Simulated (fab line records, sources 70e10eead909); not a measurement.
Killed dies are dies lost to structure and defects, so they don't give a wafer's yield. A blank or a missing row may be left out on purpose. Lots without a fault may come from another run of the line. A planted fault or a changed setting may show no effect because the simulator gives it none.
Chamber matching | flow nand_harc | NHARC_P_BONDPAD_DEP_00 on pecvd-03: 3 sister chambers
The step deposits SiCN, target thk 250 nm. 6 wafers are shown with their chamber, then 9 later ones without.

WAFERS WITH THEIR CHAMBER
wafer  | chamber | heater_power_w (W) | heater_power_outer_w (W)
L078.1 | 2       | 612                | 351
L080.1 | 2       | 542                | 295
L086.1 | 1       | 573                | 356
L090.2 | 0       | 490                | 324
L090.4 | 0       | 503                | 345
L090.6 | 1       | 575                | 355

WAFERS WITHOUT THEIR CHAMBER
wafer  | heater_power_w (W) | heater_power_outer_w (W)
L093.1 | 561                | 324
L093.2 | 529                | 305
L093.3 | 460                | 311
L094.3 | 574                | 369
L094.4 | 430                | 285
L094.6 | 583                | 372
L095.3 | 596                | 377
L095.5 | 518                | 352
L095.6 | 472                | 283

WHICH CHAMBER EACH WENT THROUGH
wafer  | from the rows above          | in truth
L093.1 | can't be placed: 2 or 1 or 0 | 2
L093.2 | can't be placed: 0 or 2 or 1 | 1
L093.3 | 0                            | 0
L094.3 | can't be placed: 1 or 2      | 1
L094.4 | 0                            | 0
L094.6 | can't be placed: 1 or 2      | 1
L095.3 | can't be placed: 1 or 2      | 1
L095.5 | can't be placed: 0 or 1 or 2 | 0
L095.6 | can't be placed: 0 or 2      | 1
Placed correctly: 2 of 9. Can't be placed from these rows: 7 (the true chamber is among the candidates in 6). Placed wrongly: 0.
How it was worked out, from the rows above alone: a wafer's distance from a chamber is the root of the sum, over the readings, of the square of ((its reading less the chamber's mean) divided by the reading's scatter). The wafer belongs to the nearest chamber; if the next one is less than 2 further off, it can't be placed. A chamber's mean is the mean of its shown wafers. The scatter: the root of (the sum of the squares of (reading less its chamber's mean) over the shown wafers, divided by (wafers less chambers)).
